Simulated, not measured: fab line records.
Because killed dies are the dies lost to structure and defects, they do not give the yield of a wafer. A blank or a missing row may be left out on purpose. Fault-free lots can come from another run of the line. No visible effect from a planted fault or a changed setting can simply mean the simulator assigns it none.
fab line records | flow n5Finfet
record: lots: 6 | wafers: 18 | lastDay: 17
route steps=1938 shown BEOL_M14@1761 BEOL_M15@1773 PASSIVATION@1936
lots that met no fault: taken from a fault-free run of the same line
startH: the number of hours between the record's first day and the start of the first shown wafer of the lot | waitH: hours from the lot's prior step to this one | " as in the row above | L1.1+2: a row that stands for several wafers | - value missing, or start not given | * or withheld: withheld | < > ~ a bound
route shown NAME@n: NAME is a module with steps in the file, n the number in the route of the first one | usual: average and standard deviation across the fault-free wafers | same: alike in all rows | chamber/n: place in a boat | sites: the reading at each site | _std_site: standard deviation of those values | _edge_site: outer sites' mean less inner sites' | radiusMm: how far each site lies from the wafer's centre | mask NAME#n: copy n | behind: the most recent tool/chamber to have shaped the wafer | hold: the reason the lot was held/the length of the hold in hours/how it ended | device: whichever transistor did not switch (one of n, p or np) | end of line: the route-end tests of the same wafers | a step without rows: its recipe alone | killed: at the first sort, the dies lost to defects and structure; wafer yield is something else | map: per-die view of a wafer (x killed, . not killed, _ where there is no die)
set.NAME: the setting that was run; set.NAME@STEP: the one run at that earlier step | model.NAME: the simulator's own value behind a step, which no gauge read
a table for each step, a row for each wafer; lots at some steps of the route
services: from which hour (startH, from the record's first day; less than 0 if before it) a tool's chamber was out of use, for how many hours, and why
== steps ==
step: N5_BEOL_M14_PRE_CLEAN_42
recipe: gas: H2/He | timeS: 30 | tempC: 300
usual: heaterPowerW: 497/66
lot.wafer | tool          | chamber | startH | waitH | heaterPowerW
L679.1    | pvdSputter-01 | -       | 288.93 | 0.0   | 406
L679.3    | "             | -       | "      | "     | 538
L679.6    | "             | -       | "      | "     | 424
L682.3    | pvdSputter-02 | -       | 309.28 | 0.0   | 597
L682.4    | "             | -       | "      | "     | 500
L682.5    | "             | -       | "      | "     | 507
L691.2    | pvdSputter-01 | -       | 370.22 | 0.0   | 531
L691.5    | "             | -       | "      | "     | 411
L691.6    | "             | -       | "      | "     | 428
L690.1    | pvdSputter-02 | -       | 376.37 | 0.0   | 604
L690.5    | "             | -       | "      | "     | 494
L690.6    | "             | -       | "      | "     | 412
L689.1    | pvdSputter-02 | -       | 377.41 | 0.0   | 505
L689.4    | "             | -       | "      | "     | 605
L689.5    | "             | -       | "      | "     | 428
L692.1    | pvdSputter-01 | -       | 392.69 | 0.0   | 419
L692.2    | "             | -       | "      | "     | 399
L692.5    | "             | -       | "      | "     | 534
step: N5_BEOL_M14_SPUTTER_43
recipe: material: TaN | targetThkA: 150 | tempC: 50 | biasV: 168.6 | powerW: 15000 | chamberPressurePa: 0.12 | timeS: 24.19
step: N5_BEOL_M14_SPUTTER_44
recipe: material: Ta | targetThkA: 150 | tempC: 50 | biasV: 80 | powerW: 15000 | chamberPressurePa: 0.07 | timeS: 24.19
usual: substrateTempC: 50.02/0.11 | throttleValvePct: 30.1/1
lot.wafer | tool          | chamber | startH | waitH | substrateTempC | throttleValvePct
L679.1    | pvdSputter-01 | -       | 289.05 | 0.0   | 49.87          | 28.4
L679.3    | "             | -       | "      | "     | 50.19          | 29.7
L679.6    | "             | -       | "      | "     | 49.83          | 29.8
L682.3    | pvdSputter-02 | -       | 309.40 | 0.0   | 49.98          | 30.1
L682.4    | "             | -       | "      | "     | 50.08          | 28.4
L682.5    | "             | -       | "      | "     | 49.91          | 29.5
L691.2    | pvdSputter-01 | -       | 370.34 | 0.0   | 49.92          | 29.7
L691.5    | "             | -       | "      | "     | 50.01          | 29.1
L691.6    | "             | -       | "      | "     | 50.07          | 29.8
L690.1    | pvdSputter-02 | -       | 376.49 | 0.0   | 50.17          | 29.9
L690.5    | "             | -       | "      | "     | 50.14          | 29.0
L690.6    | "             | -       | "      | "     | 49.76          | 31.3
L689.1    | pvdSputter-02 | -       | 377.53 | 0.0   | 50.12          | 29.9
L689.4    | "             | -       | "      | "     | 49.98          | 30.0
L689.5    | "             | -       | "      | "     | 50.30          | 31.2
L692.1    | pvdSputter-01 | -       | 392.81 | 0.0   | 49.91          | 29.9
L692.2    | "             | -       | "      | "     | 49.96          | 28.9
L692.5    | "             | -       | "      | "     | 49.95          | 29.4
step: N5_BEOL_M14_SPUTTER_45
recipe: material: Cu | targetThkA: 1000 | tempC: -20 | biasV: 60 | powerW: 26000 | chamberPressurePa: 0.13 | timeS: 16.67
step: N5_BEOL_M14_ECD_47
recipe: material: Cu | targetThkA: 12480
step: N5_BEOL_M14_ANNEAL_48
recipe: tempC: 225 | timeS: 90 | ambient: N2
usual: wafer_temp_C_max: 226.1/0.39
lot.wafer | tool         | chamber | startH | waitH | wafer_temp_C_max
L679.1    | rtpAnneal-02 | 0       | 289.43 | 0.1   | 226.7
L679.3    | "            | 0       | "      | "     | 226.3
L679.6    | "            | 0       | "      | "     | 226.4
L682.3    | rtpAnneal-01 | 0       | 309.87 | 0.2   | 225.7
L682.4    | "            | 0       | "      | "     | 225.5
L682.5    | "            | 0       | "      | "     | 225.9
L691.2    | rtpAnneal-02 | 0       | 370.77 | 0.2   | 226.0
L691.5    | "            | 0       | "      | "     | 226.2
L691.6    | "            | 0       | "      | "     | 226.9
L690.1    | rtpAnneal-02 | 0       | 376.88 | 0.1   | 226.7
L690.5    | "            | 0       | "      | "     | 226.0
L690.6    | "            | 0       | "      | "     | 226.7
L689.1    | rtpAnneal-01 | 0       | 378.26 | 0.5   | 225.8
L689.4    | "            | 0       | "      | "     | 225.9
L689.5    | "            | 0       | "      | "     | 225.4
L692.1    | rtpAnneal-02 | 0       | 393.20 | 0.1   | 226.1
L692.2    | "            | 0       | "      | "     | 226.4
L692.5    | "            | 0       | "      | "     | 226.0
step: N5_BEOL_M14_CMP_49
recipe: stopOn: SiO2 | tOverpolishS: 5.2 | downForcePsi: 2 | platenRpm: 80 | clearingPlatenDownForcePsi: 2 | clearingPlatenRpm: 80 | postCmpClean: cuAlkaline | targetThkNm: 560 | clearingPlatenPadVelocityMS: 1.5917 | padVelocityMS: 1.5917
usual: barrierFieldEndpointS: 11.32/0.3 | headPressurePsi: 2.000/0.0045 | motorCurrentA: 8.0/0.6 | overpolishRunS: 5.200/0.009 | platenRpm: 80.00/0.051 | timeToEndpointS: 121/5.1
lot.wafer | tool   | chamber | startH | waitH | barrierFieldEndpointS | headPressurePsi | motorCurrentA | overpolishRunS | platenRpm | timeToEndpointS
L679.3    | cmp-02 | 0       | 289.77 | 0.2   | 11.37                 | 2.001           | 7.6           | 5.203          | 79.95     | 125
L679.1    | "      | 1       | "      | "     | 11.47                 | 2.001           | 6.7           | 5.200          | 80.05     | 123
L679.6    | "      | 3       | "      | "     | 11.36                 | 2.002           | 8.2           | 5.201          | 79.95     | 121
L682.3    | cmp-01 | 3       | 310.08 | 0.2   | 11.70                 | 2.003           | 8.4           | 5.202          | 79.92     | 125
L682.4    | "      | 0       | "      | "     | 11.61                 | 1.995           | 8.0           | 5.200          | 80.08     | 128
L682.5    | "      | 3       | "      | "     | 11.39                 | 1.999           | 8.3           | 5.204          | 79.83     | 122
L691.2    | cmp-04 | 0       | 371.14 | 0.3   | 11.26                 | 2.001           | 8.0           | 5.193          | 80.03     | 122
L691.5    | "      | 1       | "      | "     | 11.27                 | 1.991           | 7.6           | 5.199          | 80.00     | 125
L691.6    | "      | 2       | "      | "     | 11.43                 | 2.003           | 8.8           | 5.192          | 80.07     | 128
L690.1    | cmp-02 | 2       | 377.25 | 0.3   | 11.34                 | 1.998           | 8.6           | 5.206          | 79.99     | 118
L690.5    | "      | 0       | "      | "     | 11.68                 | 1.993           | 7.3           | 5.206          | 79.94     | 127
L690.6    | "      | 1       | "      | "     | 11.39                 | 2.003           | 7.2           | 5.182          | 80.09     | 119
L689.4    | cmp-04 | 2       | 378.55 | 0.1   | 11.45                 | 1.999           | 8.5           | 5.186          | 80.04     | 120
L689.1    | "      | 3       | "      | "     | 11.04                 | 2.000           | 7.7           | 5.200          | 80.07     | 115
L689.5    | "      | 2       | "      | "     | 11.51                 | 1.997           | 9.1           | 5.190          | 80.04     | 125
L692.2    | cmp-02 | 2       | 393.54 | 0.2   | 10.87                 | 2.002           | 8.2           | 5.199          | 79.97     | 110
L692.1    | "      | 3       | "      | "     | 10.98                 | 2.000           | 8.6           | 5.196          | 79.99     | 112
L692.5    | "      | 2       | "      | "     | 10.71                 | 1.995           | 8.7           | 5.194          | 80.07     | 108
step: N5_BEOL_M14_THK_MEAS_50
recipe: thkMeasGauge: xrf | reads: Cu_of_BEOL_M14_ECD_47
usual: M14_THK: 551/12
lot.wafer | tool         | chamber | startH | waitH | M14_THK[nm]
L679.1    | filmMetro-01 | -       | 290.02 | -     | 556
L679.3    | "            | -       | "      | "     | 548
L679.6    | "            | -       | "      | "     | 559
L682.3    | filmMetro-02 | -       | 310.38 | -     | 537
L682.4    | "            | -       | "      | "     | 564
L682.5    | "            | -       | "      | "     | 536
L691.2    | filmMetro-02 | -       | 371.33 | -     | 526
L691.5    | "            | -       | "      | "     | 552
L691.6    | "            | -       | "      | "     | 551
L690.1    | filmMetro-02 | -       | 377.47 | -     | 555
L690.5    | "            | -       | "      | "     | 552
L690.6    | "            | -       | "      | "     | 532
L689.1    | filmMetro-01 | -       | 378.85 | -     | 533
L689.4    | "            | -       | "      | "     | 529
L689.5    | "            | -       | "      | "     | 531
L692.1    | filmMetro-01 | -       | 393.79 | -     | 557
L692.2    | "            | -       | "      | "     | 565
L692.5    | "            | -       | "      | "     | 567
step: N5_BEOL_M14_PRE_CLEAN_52
recipe: gas: NH3 | timeS: 15 | tempC: withheld | rfPowerW: 300
step: N5_BEOL_M14_DEP_53
recipe: material: SiCN | targetThkA: 500 | tempC: withheld | precursor: 3MS/NH3 | pressureTorr: 3 | rfW: 675 | timeS: 17.8
usual: showerheadPlenumPTorr: 4.156/0.019 | showerheadVppV: 1623/63 | throttleValvePct: 18.6/1.5
lot.wafer | tool     | chamber | startH | waitH | showerheadPlenumPTorr | showerheadVppV | throttleValvePct
L679.1    | pecvd-03 | 1       | 290.09 | 0.0   | 4.173                 | 1665           | 19.9
L679.3    | "        | 0       | "      | "     | 4.145                 | 1726           | 18.8
L679.6    | "        | 2       | "      | "     | 4.161                 | 1504           | 15.9
L682.3    | pecvd-03 | 0       | 310.44 | 0.0   | 4.136                 | 1677           | 18.8
L682.4    | "        | 1       | "      | "     | 4.167                 | 1633           | 20.0
L682.5    | "        | 2       | "      | "     | 4.169                 | 1538           | 15.9
L691.2    | pecvd-01 | 0       | 371.39 | 0.0   | 4.141                 | 1590           | 19.9
L691.5    | "        | 1       | "      | "     | 4.192                 | 1674           | 18.7
L691.6    | "        | 0       | "      | "     | 4.147                 | 1594           | 20.2
L690.1    | pecvd-03 | 2       | 377.53 | 0.0   | 4.157                 | 1540           | 16.1
L690.5    | "        | 0       | "      | "     | 4.147                 | 1736           | 19.0
L690.6    | "        | 2       | "      | "     | 4.155                 | 1529           | 16.1
L689.1    | pecvd-03 | 1       | 378.91 | 0.0   | 4.173                 | 1603           | 20.0
L689.4    | "        | 2       | "      | "     | 4.156                 | 1570           | 16.1
L689.5    | "        | 0       | "      | "     | 4.144                 | 1749           | 18.9
L692.1    | pecvd-01 | 2       | 393.87 | 0.0   | 4.170                 | 1638           | 18.8
L692.2    | "        | 0       | "      | "     | 4.144                 | 1575           | 20.2
L692.5    | "        | 2       | "      | "     | 4.171                 | 1611           | 19.0
step: N5_BEOL_M14_RS_MEAS_54
recipe: thkMeasGauge: four-point-probe | reads: Cu_of_BEOL_M14_ECD_47+Ta_of_BEOL_M14_SPUTTER_44+TaN_of_BEOL_M14_SPUTTER_43
usual: M14_RS: 0.0334/0.00066
lot.wafer | tool         | chamber | startH | waitH | M14_RS[ohm/sq]
L679.1    | filmMetro-02 | -       | 290.15 | 0.0   | 0.0334
L679.3    | "            | -       | "      | "     | 0.0338
L679.6    | "            | -       | "      | "     | 0.0332
L682.3    | filmMetro-02 | -       | 310.50 | 0.1   | 0.0343
L682.4    | "            | -       | "      | "     | 0.0327
L682.5    | "            | -       | "      | "     | 0.0344
L691.2    | filmMetro-02 | -       | 371.45 | 0.1   | 0.0344
L691.5    | "            | -       | "      | "     | 0.0329
L691.6    | "            | -       | "      | "     | 0.0331
L690.1    | filmMetro-01 | -       | 377.60 | 0.0   | 0.0328
L690.5    | "            | -       | "      | "     | 0.0331
L690.6    | "            | -       | "      | "     | 0.0344
L689.1    | filmMetro-02 | -       | 378.98 | 0.0   | 0.0345
L689.4    | "            | -       | "      | "     | 0.0346
L689.5    | "            | -       | "      | "     | 0.0346
L692.1    | filmMetro-01 | -       | 393.95 | 0.1   | 0.0337
L692.2    | "            | -       | "      | "     | 0.0330
L692.5    | "            | -       | "      | "     | 0.0330
step: N5_BEOL_M14_INSPECT_55
recipe: inspectInstrument: darkfield | mode: postDep
usual: rawDefectCount: 67/21
lot.wafer | tool             | chamber | startH | waitH | rawDefectCount
L679.1    | defectInspect-01 | -       | 290.18 | 0.0   | 54
L679.3    | "                | -       | "      | "     | 67
L679.6    | "                | -       | "      | "     | 92
L682.3    | defectInspect-01 | -       | 310.53 | 0.0   | 93
L682.4    | "                | -       | "      | "     | 54
L682.5    | "                | -       | "      | "     | 47
L691.2    | defectInspect-02 | -       | 371.48 | 0.0   | 47
L691.5    | "                | -       | "      | "     | 71
L691.6    | "                | -       | "      | "     | 77
L690.1    | defectInspect-02 | -       | 377.62 | 0.0   | 26
L690.5    | "                | -       | "      | "     | 52
L690.6    | "                | -       | "      | "     | 54
L689.1    | defectInspect-02 | -       | 379.00 | 0.0   | 70
L689.4    | "                | -       | "      | "     | 72
L689.5    | "                | -       | "      | "     | 60
L692.1    | defectInspect-01 | -       | 393.98 | 0.0   | 85
L692.2    | "                | -       | "      | "     | 65
L692.5    | "                | -       | "      | "     | 68
step: N5_BEOL_M15_ILD_DEP_00
recipe: material: SiO2 | targetThkA: 16293 | tempC: 400 | precursor: TEOS/O2 | pressureTorr: 6.5 | rfW: 900 | teosFlowSccm: 161.4 | gas: O2 | flowSccm: 2650 | timeS: 346.1
usual: heaterPowerW: 524/90 | showerheadPlenumPTorr: 8.36/0.034 | showerheadVppV: 1875/71 | susceptorTempC: 399.98/0.22 | throttleValvePct: 18.9/1.4
lot.wafer | tool     | chamber | startH | waitH | heaterPowerW | showerheadPlenumPTorr | showerheadVppV | susceptorTempC | throttleValvePct
L679.1    | pecvd-04 | 1       | 290.22 | 0.0   | 444          | 8.36                  | 1842           | 397.53         | 17.8
L679.3    | "        | 0       | "      | "     | 520          | 8.39                  | 1843           | 400.07         | 19.2
L679.6    | "        | 1       | "      | "     | 515          | 8.35                  | 1873           | 397.16         | 17.7
L682.3    | pecvd-04 | 1       | 310.57 | 0.0   | 503          | 8.35                  | 1864           | 397.45         | 17.7
L682.4    | "        | 2       | "      | "     | 379          | 8.43                  | 1857           | 399.84         | 17.9
L682.5    | "        | 0       | "      | "     | 628          | 8.37                  | 1860           | 400.23         | 19.2
L691.2    | pecvd-03 | 0       | 371.52 | 0.0   | 586          | 8.34                  | 2004           | 399.93         | 19.3
L691.5    | "        | 2       | "      | "     | 439          | 8.35                  | 1797           | 399.87         | 16.8
L691.6    | "        | 1       | "      | "     | 413          | 8.39                  | 1880           | 399.94         | 20.9
L690.1    | pecvd-01 | 1       | 377.66 | 0.0   | 479          | 8.39                  | 1933           | 400.04         | 18.9
L690.5    | "        | 2       | "      | "     | 550          | 8.37                  | 1859           | 399.82         | 19.7
L690.6    | "        | 1       | "      | "     | 564          | 8.37                  | 1947           | 399.97         | 18.8
L689.1    | pecvd-04 | 2       | 379.04 | 0.0   | 511          | 8.40                  | 1847           | 400.08         | 17.8
L689.4    | "        | 2       | "      | "     | 379          | 8.41                  | 1839           | 399.83         | 17.7
L689.5    | "        | 1       | "      | "     | 535          | 8.35                  | 1903           | 399.55         | 17.7
L692.1    | pecvd-01 | 2       | 394.01 | 0.0   | 532          | 8.38                  | 1915           | 399.60         | 19.6
L692.2    | "        | 0       | "      | "     | 636          | 8.33                  | 1834           | 400.28         | 21.2
L692.5    | "        | 2       | "      | "     | 538          | 8.37                  | 1906           | 399.94         | 19.7
step: N5_BEOL_M15_THK_MEAS_01
recipe: reads: SiO2_of_BEOL_M15_ILD_DEP_00
usual: M15_ILD_THK: 1642/21
lot.wafer | tool         | chamber | startH | waitH | M15_ILD_THK[nm]
L679.1    | filmMetro-01 | -       | 290.47 | 0.1   | 1652
L679.3    | "            | -       | "      | "     | 1631
L679.6    | "            | -       | "      | "     | 1684
L682.3    | filmMetro-02 | -       | 310.82 | 0.1   | 1671
L682.4    | "            | -       | "      | "     | 1668
L682.5    | "            | -       | "      | "     | 1684
L691.2    | filmMetro-02 | -       | 371.77 | 0.1   | 1627
L691.5    | "            | -       | "      | "     | 1659
L691.6    | "            | -       | "      | "     | 1654
L690.1    | filmMetro-02 | -       | 377.91 | 0.1   | 1647
L690.5    | "            | -       | "      | "     | 1685
L690.6    | "            | -       | "      | "     | 1684
L689.1    | filmMetro-02 | -       | 379.29 | 0.1   | 1617
L689.4    | "            | -       | "      | "     | 1647
L689.5    | "            | -       | "      | "     | 1649
L692.1    | filmMetro-02 | -       | 394.37 | 0.2   | 1617
L692.2    | "            | -       | "      | "     | 1635
L692.5    | "            | -       | "      | "     | 1632
step: N5_PASSIVATION_PROBE_49
usual: defectLimitedYield: 91.2/1.4 | killed_at_M0_to_M3: 34/11 | killed_at_M4_up: 14/6.3 | killedAtContacts: 13/7.4 | killedAtFrontEnd: 38/11 | killedAtOther: 4.3/2.9 | killedDies: 103/17 | killedOpen: 68/12 | killedShort: 34/8 | sort_bin_4_leakage: 0.00/0.027 | sort_bin_5_function: 5.1/0.9 | sort_bin_6_memory: 3.3/0.66 | sortNPass: 1077/17 | sortYieldPct: 91.2/1.4
same: grossDies: 1180 | killedAtBackSide: 0 | sort_bin_8_speed[%]: 0
lot.wafer | tool      | chamber | startH | waitH | defectLimitedYield[%] | killed_at_M0_to_M3 | killed_at_M4_up | killedAtContacts | killedAtFrontEnd | killedAtOther | killedDies | killedOpen | killedShort | sort_bin_4_leakage[%] | sort_bin_5_function[%] | sort_bin_6_memory[%] | sortNPass | sortYieldPct[%]
L690.1    | prober-01 | -       | 397.68 | 0.0   | 92.1                  | 30                 | 14              | 0                | 45               | 4             | 93         | 60         | 29          | 0                     | 4.4                    | 2.9                  | 1087      | 92.1
L690.5    | prober-01 | -       | 397.88 | 0.2   | 91.3                  | 33                 | 17              | 8                | 40               | 5             | 103        | 73         | 25          | 0                     | 5.6                    | 2.9                  | 1077      | 91.3
L690.6    | prober-01 | -       | 397.93 | 0.3   | 93.8                  | 19                 | 11              | 4                | 36               | 3             | 73         | 38         | 30          | 0                     | 3.3                    | 2.4                  | 1107      | 93.8
killed by level:class
L690.1 STI_FIN_REVEAL:geometricParticle:open=20 FIN_SAQP:geometricParticle:short=10 BEOL_M3:geometricParticle:open=8 BEOL_M0:geometricParticle:open=7 BEOL_M0_SAQP:geometricParticle:open=6 BEOL_M0_SAQP:geometricParticle:short=5 FIN_SAQP:geometricParticle:open=4 BEOL_M4:geometricParticle:short=4
L690.5 STI_FIN_REVEAL:geometricParticle:open=17 BEOL_M0_SAQP:geometricParticle:open=12 BEOL_M1:geometricParticle:open=9 BEOL_M4:geometricParticle:open=7 MOL_CONTACT_COAG:geometricParticle:open=6 BEOL_M0_SAQP:geometricParticle:short=6 DUMMY_GATE:geometricParticle:open=4 FIN_SAQP:geometricParticle:short=3
L690.6 FIN_SAQP:geometricParticle:short=12 FIN_SAQP:geometricParticle:open=9 BEOL_M0_SAQP:geometricParticle:short=7 BEOL_M1:geometricParticle:open=6 STARTING-WAFER:geometricParticle:short=5 MOL_CONTACT_COAG:geometricParticle:open=4 STI_FIN_REVEAL:geometricParticle:open=3 DUMMY_GATE:geometricParticle:open=3
== services ==
tool     | chamber | startH | hours | kind
cmp-04   | -       | 283.83 | 5.0   | repair
cmp-04   | -       | 292.00 | 0.3   | repair
pecvd-01 | 1       | 292.74 | 2.1   | scheduledDown
pecvd-01 | 2       | 295.85 | 6.1   | repair
pecvd-04 | 2       | 296.00 | 5.5   | scheduledDown
cmp-04   | -       | 300.38 | 0.6   | repair
cmp-01   | -       | 301.67 | 0.4   | repair
cmp-01   | -       | 315.33 | 5.4   | pm
pecvd-01 | 1       | 317.60 | 5.5   | scheduledDown
cmp-04   | -       | 318.09 | 4.9   | repair
cmp-01   | -       | 325.12 | 3.0   | repair
cmp-01   | -       | 334.12 | 1.2   | repair
cmp-04   | -       | 337.62 | 4.2   | pm
cmp-04   | -       | 349.53 | 3.4   | repair
pecvd-03 | 0       | 352.53 | 6.8   | repair
pecvd-03 | -       | 364.63 | 0.4   | repair
pecvd-04 | -       | 365.38 | 1.0   | repair
cmp-01   | -       | 374.00 | 3.4   | pm
pecvd-01 | 1       | 383.66 | -     | clean
pecvd-01 | 1       | 383.66 | -     | consumableReplace:showerhead
pecvd-01 | 1       | 383.66 | 29.0  | scheduledDown
pecvd-01 | 1       | 383.66 | 29.0  | ventCycle
== key ==
firstSign: step: N5_BEOL_M15_ILD_DEP_00 | reading: susceptorTempC | direction: down | sigmas: 12 | usual: * | struck: *
effect none on later readings
metAt N5_BEOL_M15_ILD_DEP_00
struckWafers L679.1,L679.6,L682.3
fault: kind: processParameterDrift | tool: pecvd-04 | chamber: 1 | onsetH: 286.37 | steps: N5_BEOL_M15_ILD_DEP_00 | channel: tempC | offset: * | shape: step | endH: 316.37 | actsIn: * | stated: *
